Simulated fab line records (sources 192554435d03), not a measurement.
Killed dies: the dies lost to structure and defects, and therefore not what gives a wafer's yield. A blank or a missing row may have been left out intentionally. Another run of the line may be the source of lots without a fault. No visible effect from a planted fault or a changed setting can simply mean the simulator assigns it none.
One fault seen from 2 desks | flow n5Finfet | numbers are kept per desk, each desk with only its own; the story behind them comes last

## AT THE METROLOGY DESK
Lot by lot, what the gauges showed, no matter which tool ran the lot: averages of those sampled wafers that carry a number. Marked OUT: a lot whose mean sits more than 4 standard deviations from the usual mean, which makes it out of limits; the brackets give that distance. It has 10 readings; the 7 that lie furthest out on some lot are the ones shown.
Columns: A = DIBL_N at N5_BEOL_M4_RC_MEAS_101, usual 36.3 mV/V; B = IOFF_P at N5_BEOL_M4_RC_MEAS_101, usual 0.21 nA/um; C = ION_P at N5_BEOL_M4_RC_MEAS_101, usual 461 uA/um; D = SS_N at N5_BEOL_M4_RC_MEAS_101, usual 71.6 mV/dec; E = SS_P at N5_BEOL_M4_RC_MEAS_101, usual 73.3 mV/dec; F = VT_N at N5_BEOL_M4_RC_MEAS_101, usual 251 mV; G = VT_P at N5_BEOL_M4_RC_MEAS_101, usual -251 mV
lot  | first seen here | A    | B    | C   | D    | E    | F   | G
L472 | day 8 20:08     | 35.0 | 0.21 | 466 | 71.4 | 73.1 | 252 | -248
L483 | day 11 05:35    | 35.8 | 0.24 | 473 | 71.2 | 72.7 | 247 | -245
L482 | day 11 16:49    | 36.8 | 0.22 | 460 | 71.4 | 73.3 | 250 | -248
This desk's finding: nothing out of limits on any of the 3 lots.

## TOOL OWNER'S DESK, rieDiel-01
The tool's own readings at N5_DUMMY_REMOVAL_HM_STRIP_01 (strips SiNx in CH3F/O2, stops on poly-Si, target depth 4 nm, time 6.8 s): means of the sampled wafers that have a number, for each lot that ran on this tool. Marked OUT: a lot whose mean sits more than 4 standard deviations from the usual mean, which makes it out of limits; the brackets give that distance.
Columns: A = biasW at N5_DUMMY_REMOVAL_HM_STRIP_01, usual 29.00 W; B = drypumpMotorCurrentA at N5_DUMMY_REMOVAL_HM_STRIP_01, usual 5.6 A; C = oesProductAu at N5_DUMMY_REMOVAL_HM_STRIP_01, usual 0.64 a.u.; D = rfVppV at N5_DUMMY_REMOVAL_HM_STRIP_01, usual 127.4 V; E = showerheadPlenumPTorr at N5_DUMMY_REMOVAL_HM_STRIP_01, usual 1.99 Torr; F = throttleValvePct at N5_DUMMY_REMOVAL_HM_STRIP_01, usual 16.30 %
lot  | first seen here | A     | B   | C    | D     | E    | F
L472 | day 5 04:00     | 28.95 | 5.2 | 0.68 | 127.7 | 2.01 | 16.41
L482 | day 7 19:45     | 29.13 | 5.5 | 0.58 | 126.5 | 1.95 | 16.33
This desk's finding: nothing out of limits on any of the 2 lots.

## BROUGHT TOGETHER
At the metrology desk, nothing out of limits was observed.
The desk of the tool owner found nothing out of limits.

## WHAT WAS PUT IN BY THE SIMULATOR
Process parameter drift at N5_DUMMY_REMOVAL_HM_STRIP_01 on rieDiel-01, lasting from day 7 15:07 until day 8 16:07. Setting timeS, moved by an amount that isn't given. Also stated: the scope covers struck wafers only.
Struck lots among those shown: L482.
